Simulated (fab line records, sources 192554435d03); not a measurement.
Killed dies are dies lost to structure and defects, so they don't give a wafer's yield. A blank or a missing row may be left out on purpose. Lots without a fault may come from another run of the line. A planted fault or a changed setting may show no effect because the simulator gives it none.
Chamber matching | flow n5_finfet | N5_BEOL_M7_VIA_ETCH_34 on rie_diel-05: 4 sister chambers
The step etches SiCOH lowk in C4F6/O2, target depth 125.5 nm, time 50.5 s. 20 wafers are shown with their chamber, then 10 later ones without.

WAFERS WITH THEIR CHAMBER
wafer  | chamber | rf_vpp_V (V) | showerhead_plenum_p_Torr (Torr) | throttle_valve_pct (%)
L074.2 | 0       | 694          | 3.00                            | 20.95
L074.3 | 2       | 644          | 2.95                            | 20.99
L074.4 | 1       | 676          | 2.74                            | 21.38
L075.1 | 0       | 695          | 3.00                            | 20.98
L075.3 | 2       | 644          | 2.95                            | 21.00
L075.5 | 3       | 673          | 2.94                            | 21.01
L076.1 | 1       | 677          | 2.74                            | 21.38
L076.2 | 3       | 672          | 2.94                            | 21.00
L076.5 | 2       | 645          | 2.95                            | 20.99
L079.1 | 0       | 693          | 2.99                            | 20.98
L079.4 | 3       | 672          | 2.93                            | 21.00
L079.6 | 1       | 677          | 2.73                            | 21.41
L081.1 | 0       | 694          | 2.99                            | 20.98
L081.2 | 2       | 645          | 2.94                            | 20.98
L081.3 | 1       | 678          | 2.73                            | 21.41
L086.1 | 1       | 677          | 2.73                            | 21.42
L086.3 | 3       | 673          | 2.93                            | 21.03
L086.4 | 2       | 643          | 2.94                            | 20.99
L090.1 | 1       | 675          | 2.72                            | 21.44
L090.2 | 0       | 695          | 2.98                            | 20.99

SIGNATURES (means of the wafers above)
reading                  | chamber 0 | chamber 1 | chamber 2 | chamber 3 | scatter within a chamber
rf_vpp_V                 | 694.20    | 676.67    | 644.20    | 672.50    | 0.864
showerhead_plenum_p_Torr | 2.9920    | 2.7317    | 2.9460    | 2.9350    | 0.007
throttle_valve_pct       | 20.9760   | 21.4067   | 20.9900   | 21.0100   | 0.0167
Rule: a wafer's distance from a chamber is the root of the sum, over the readings, of the square of ((its reading less the chamber's mean) divided by the reading's scatter). The wafer belongs to the nearest chamber; if the next one is less than 2 further off, it can't be placed. The scatter: the root of (the sum of the squares of (reading less its chamber's mean) over the shown wafers, divided by (wafers less chambers)).

WAFERS WITHOUT THEIR CHAMBER
wafer  | rf_vpp_V (V) | showerhead_plenum_p_Torr (Torr) | throttle_valve_pct (%)
L090.3 | 643          | 2.93                            | 21.03
L092.1 | 676          | 2.72                            | 21.44
L092.4 | 693          | 2.98                            | 21.01
L092.6 | 676          | 2.72                            | 21.42
L095.2 | 677          | 2.72                            | 21.45
L095.3 | 671          | 2.92                            | 20.66
L095.5 | 676          | 2.72                            | 21.45
L094.1 | 645          | 2.93                            | 20.66
L094.2 | 671          | 2.92                            | 20.67
L094.5 | 672          | 2.92                            | 20.66

WHICH CHAMBER EACH WENT THROUGH
wafer  | from the rows above | in truth
L090.3 | 2                   | 2
L092.1 | 1                   | 1
L092.4 | 0                   | 0
L092.6 | 1                   | 1
L095.2 | 1                   | 1
L095.3 | 3                   | 3
L095.5 | 1                   | 1
L094.1 | 2                   | 2
L094.2 | 3                   | 3
L094.5 | 3                   | 3
Placed correctly: 10 of 10. Can't be placed from these rows: 0. Placed wrongly: 0.
